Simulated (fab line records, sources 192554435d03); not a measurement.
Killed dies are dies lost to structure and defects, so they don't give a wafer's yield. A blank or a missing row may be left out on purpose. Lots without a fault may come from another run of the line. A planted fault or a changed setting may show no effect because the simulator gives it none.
A struck lot beside a sound one | flow n5_finfet | 43 steps out of a route of 1938
Sound: wafers L332.2, L332.4, L332.6. Struck: wafer L342.6. (L342.3, L342.4 of the same lot were not struck and are left out.) The cause comes at the end.
At each step with rows: each side's tool, then ch and its chambers, then its first start. Under that, the readings that differ: sound wafers | struck wafers | difference of the means | sigmas: that difference in standard deviations of wafers without a fault.
alike: readings whose means differ by less than 2 such deviations, and words and numbers that are the same on both sides. not compared: withheld readings, readings that some wafer has no value for, bounds like >300 that may hide the same value, and numbers for which the record gives no deviation and whose values overlap.
The two part at a step that has a row with sigmas, a row that says differs or no value, or rows on one side only. Numbers that don't overlap but have no deviation are shown without sigmas and don't part them. A reading that every wafer of one side lacks parts them only if that side has two wafers or more.

first, 1 step without rows for these wafers: N5_BEOL_M0_ECD_118 (material Cu, target thk 300 nm).
N5_BEOL_M0_ANNEAL_119: time 90 s.
  sound on rtp_anneal-02 ch 0, day 6 01:40; struck on rtp_anneal-02 ch 0, day 8 18:31
  alike: wafer_temp_C_max
then, 2 steps without rows for these wafers: N5_BEOL_M0_CMP_120 (polishes, stops on SiOC, t overpolish 6.9 s); N5_BEOL_M0_PRE_CLEAN_131 (time 15 s).
N5_BEOL_M0_CO_CAP_123: material Co, precursor CCTBA/H2, target thk 2 nm, time 102.1 s.
  sound on cvd_co-01 ch 0,1,2, day 6 02:18; struck on cvd_co-02 ch 1, day 8 19:38
  alike: heater_power_w
then, 1 step without rows for these wafers: N5_BEOL_M0_PRE_CLEAN_124 (time 15 s).
N5_BEOL_M0_DEP_125: deposits SiCN from 3MS/NH3, target thk 8 nm, time 14 s.
  sound on pecvd-03 ch 0,1, day 6 02:25; struck on pecvd-02 ch 2, day 8 19:45
  alike: rf_fwd_power_W, showerhead_plenum_p_Torr, throttle_valve_pct
N5_BEOL_M0_RS_MEAS_126: measures by four-point-probe.
  sound on film_metro-02, day 6 02:29; struck on film_metro-01, day 8 19:49
  alike: M0_RS
N5_BEOL_M0_INSPECT_127: inspects for defects (darkfield).
  sound on defect_inspect-02, day 6 02:31; struck on defect_inspect-02, day 8 19:50
  alike: raw_defect_count
N5_BEOL_M1_ILD_DEP_00: deposits SiOC from DEMS/O2, target thk 79 nm, time 15.3 s.
  sound on pecvd-02 ch 0,2, day 6 02:33; struck on pecvd-01 ch 0, day 8 19:53
  reading                | sound          | struck | difference | sigmas
  throttle_valve_pct (%) | 11.4 11.5 11.6 | 13.1   | +1.6       | +3
  alike: heater_power_w, rf_fwd_power_W, showerhead_plenum_p_Torr
N5_BEOL_M1_THK_MEAS_01:
  sound on film_metro-01, day 6 02:37; struck on film_metro-02, day 8 19:56
  alike: M1_ILD_THK
N5_BEOL_M1_PECVD_72: deposits SiO2 from TEOS/O2, target thk 16 nm, time 18 s.
  sound on pecvd-01 ch 0,1,2, day 6 02:39; struck on pecvd-02 ch 1, day 8 19:59
  reading                                    | sound          | struck | difference | sigmas
  heater_power_w (W)                         | 636 530 658    | 875    | +267       | +3
  model.SiO2_of_BEOL_M1_PECVD_72.thk_nm (nm) | 16.2 16.2 16.2 | 17     | +1         |
  alike: rf_fwd_power_W, showerhead_plenum_p_Torr, throttle_valve_pct
N5_BEOL_M1_HM_DEP_02: deposits TiN, target thk 20 nm.
  sound on pvd_sputter-01, day 6 06:40; struck on pvd_sputter-01, day 8 22:20
  alike: substrate_temp_c, throttle_valve_pct
then, 9 steps without rows for these wafers: N5_BEOL_M1_COAT_61 (time 60 s, resist thk 60 nm); N5_BEOL_M1_COAT_62 (time 60 s, resist thk 12 nm); N5_BEOL_M1_COAT_73 (time 60 s, resist thk 5 nm); N5_BEOL_M1_COAT_05 (resist thk 30 nm); N5_BEOL_M1_EBR_07; N5_BEOL_M1_SOFTBAKE_06 (time 60 s); N5_BEOL_M1_EXPOSE_08 (exposes mask M1); N5_BEOL_M1_PEB_09 (peb time 60 s); N5_BEOL_M1_DEVELOP_10 (develop time 30 s).
N5_BEOL_M1_CD_MEAS_11: target cd 17.05 nm.
  sound on cd_sem-03 ch 0, day 6 07:11; struck on cd_sem-01 ch 0, day 8 22:52
  alike: cd_nm
N5_BEOL_M1_OVL_MEAS_12:
  sound on overlay-01 ch 0, day 6 07:13; struck on overlay-01 ch 0, day 8 22:54
  alike: M1_OVL
N5_BEOL_M1_INSPECT_13: inspects for defects (brightfield).
  sound on defect_inspect-01, day 6 07:16; struck on defect_inspect-01, day 8 22:57
  alike: raw_defect_count
then, 9 steps without rows for these wafers: N5_BEOL_M1_DESCUM_16 (chemistry O2, time 7 s); N5_BEOL_M1_ETCH_74 (etches underlayer in N2/H2, target depth 6.5 nm, time 5.2 s); N5_BEOL_M1_ETCH_63 (etches SiARC in CF4, target depth 15.6 nm, time 26 s); N5_BEOL_M1_ETCH_64 (etches SOC in N2/H2, target depth 75 nm, overetch 15 nm, time 112.5 s); N5_BEOL_M1_STRIP_65 (strips in N2/H2); N5_BEOL_M1_STRIP_75 (strips in N2/H2); N5_BEOL_M1_STRIP_66 (strips in CF4); N5_BEOL_M1_HM_OPEN_17 (chemistry Cl2/BCl3, target TiN, target depth 20 nm, overetch 6 nm); N5_BEOL_M1_STRIP_19 (strips in O2).
N5_BEOL_M1_CD_MEAS_18: pitch 36 nm, target cd 18 nm.
  sound on cd_sem-02, day 6 07:46; struck on cd_sem-02, day 8 23:26
  alike: cd_nm
then, 6 steps without rows for these wafers: N5_BEOL_M1_COAT_67 (time 60 s, resist thk 60 nm); N5_BEOL_M1_COAT_68 (time 60 s, resist thk 12 nm); N5_BEOL_M1_COAT_76 (time 60 s, resist thk 5 nm); N5_BEOL_M1_COAT_22 (resist thk 30 nm); N5_BEOL_M1_EBR_24; N5_BEOL_M1_SOFTBAKE_23 (time 60 s).
N5_BEOL_M1_HM_STRIP_39: strips TiN in peroxide tin strip, target depth 25 nm, time 158 s.
  sound on wet_bench-01 ch 0,1,4, day 6 13:50; struck on wet_bench-02 ch 2, day 9 02:27
  reading                                    | sound          | struck | difference | sigmas
  bath_guard_temp_C (C)                      | 50.1 50.3 50.6 | 49.4   | -0.9       | -2
  model.SiO2_of_BEOL_M1_PECVD_72.thk_nm (nm) | 16 16 16       | 17     | +1         |
  alike: bath_heat_duty_pct
N5_BEOL_M4_RC_MEAS_101:
  sound on prober-01 ch 0, day 8 01:27; struck on prober-01 ch 0, day 10 20:33
  reading       | sound       | struck | difference | sigmas
  ION_P (uA/um) | 457 456 456 | 474    | +18        | +2
  alike: DIBL_N, DIBL_P, IOFF_N, IOFF_P, ION_N, SS_N, SS_P, VT_N, VT_P

WHERE THEY PART
First at N5_BEOL_M1_ILD_DEP_00; last, within this record, at N5_BEOL_M4_RC_MEAS_101.

WHY: what the simulator had put in
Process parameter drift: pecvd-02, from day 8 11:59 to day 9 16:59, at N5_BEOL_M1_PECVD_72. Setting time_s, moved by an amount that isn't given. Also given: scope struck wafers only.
